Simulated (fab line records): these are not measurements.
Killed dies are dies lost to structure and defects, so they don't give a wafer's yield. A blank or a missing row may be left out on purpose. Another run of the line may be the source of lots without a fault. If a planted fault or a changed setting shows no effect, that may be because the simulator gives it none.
Problem report, 8D (eight disciplines) form, completed by code -- flow n5_finfet -- the parts of the form that need people (team, actions taken, sign-off) are left out

== 1. THE ISSUE ==
Mean of time_to_endpoint_s at N5_BEOL_M10_CMP_52: 110.6 s over 2 wafers from 1 lot, against 67.4 s (standard deviation 2.8) on wafers with no fault. Relative to the usual mean, that is a shift of +15 standard deviations.
The step: polishes, stops on SiCOH lowk, t overpolish 7 s, target thk 140 nm.
The first sign was on wafer L825.2 at day 16 09:27, on cmp-04. The record has a number at this step for 30 wafers belonging to 10 lots. By rule, "out" or "out of limits" means more than 4 standard deviations away from the usual mean. Any other wafer with a number is counted as sound.

== 2. WHAT IT IS; WHAT IT IS NOT ==
question,is,is not
which readings at this step,time_to_endpoint_s,"clearing_platen_down_force_psi, motor_current_A"
which lots,L825,"L817, L818, L819, L822, L827, L833, L836, L838, L839"
which wafers of those lots,"L825.2, L825.4",L825.3
read on which tools,cmp-04,cmp-03
when,from day 16 09:27,"up to then (13 sound wafers); but 15 sound wafers of L827, L833, L836, L838, L839 came after"

== 3. WHAT RULES OUT EACH SUSPECT ==
Counting: if a tool at a process step up to the reading ran every lot that is out, it stays a suspect. Sound lots after the first of them don't rule it out here, since some wafers of a struck lot are sound.
- rie_diel-04 at N5_BEOL_M10_ETCH_65 (etches SiARC in CF4, target depth 39 nm, time 65 s): kept. The lot that is out, L825, ran on it at day 16 07:07; the last sound lot it ran before that was L817, at day 12 03:04.
- rie_diel-04 at N5_BEOL_M10_STRIP_77 (strips in N2/H2, time 10 s): kept. The lot that is out, L825, ran on it at day 16 08:52; the last sound lot it ran before that was L817, at day 12 04:49. N5_BEOL_M10_STRIP_77 gives no start for some lots, so the hours and the order of its lots are those of N5_BEOL_M10_ECD_50.
- ecd_cu-02 at N5_BEOL_M10_ECD_50 (material Cu, target thk 318 nm): kept. The lot that is out, L825, ran on it at day 16 08:52; the last sound lot it ran before that was L822, at day 14 00:46.
- cmp-04 at N5_BEOL_M10_CMP_52 (polishes, stops on SiCOH lowk, t overpolish 7 s, target thk 140 nm): kept. The lot that is out, L825, ran on it at day 16 09:27; the last sound lot it ran before that was L822, at day 14 01:14. On those wafers its own readings are out: time_to_endpoint_s.
- Within rie_diel-04 at N5_BEOL_M10_ETCH_65: the wafers that are out ran in chambers 0, 3; their sound lot-mates ran in chamber 2.
- Within rie_diel-04 at N5_BEOL_M10_STRIP_77: the wafers that are out ran in chambers 0, 3; their sound lot-mates ran in chamber 2.
- Within cmp-04 at N5_BEOL_M10_CMP_52: the wafers that are out ran in chambers 0, 3; their sound lot-mates ran in chamber 2.
Left after counting: rie_diel-04 at N5_BEOL_M10_ETCH_65, rie_diel-04 at N5_BEOL_M10_STRIP_77, ecd_cu-02 at N5_BEOL_M10_ECD_50, cmp-04 at N5_BEOL_M10_CMP_52.

== 4. THE CAUSE (what the simulator had put in) ==
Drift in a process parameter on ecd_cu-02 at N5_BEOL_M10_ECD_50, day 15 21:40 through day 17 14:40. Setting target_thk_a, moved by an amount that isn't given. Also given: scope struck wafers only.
4 suspects survive the count, and this tool is in that group.

== 5. SEQUENCE OF EFFECTS, ordered by route ==
Each row: a reading where the mean over the struck wafers with a number is more than 3 standard deviations away from the usual. Only readings whose record carries a usual standard deviation are examined. hours: median over the lots of the time between each lot's start at the first step of this table that gives one and its start at this step. sigmas: the change, counted in usual standard deviations.
hours,step,reading,usual,on struck wafers,change,sigmas
0,N5_BEOL_M10_CMP_52,time_to_endpoint_s,67.4 s,110.6,+43.2,+15
Its process steps:
- N5_BEOL_M10_CMP_52: polishes, stops on SiCOH lowk, t overpolish 7 s, target thk 140 nm.

== 6. HOW IT WOULD HAVE BEEN CAUGHT EARLIER ==
12 hours passed between the start of the fault at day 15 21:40 and the first reading out of limits in this record, taken at day 16 09:27.
Lots out: 1; all had begun N5_BEOL_M10_ECD_50 on ecd_cu-02 by day 16 09:27. None of them would have been spared by holding the tool at that moment.
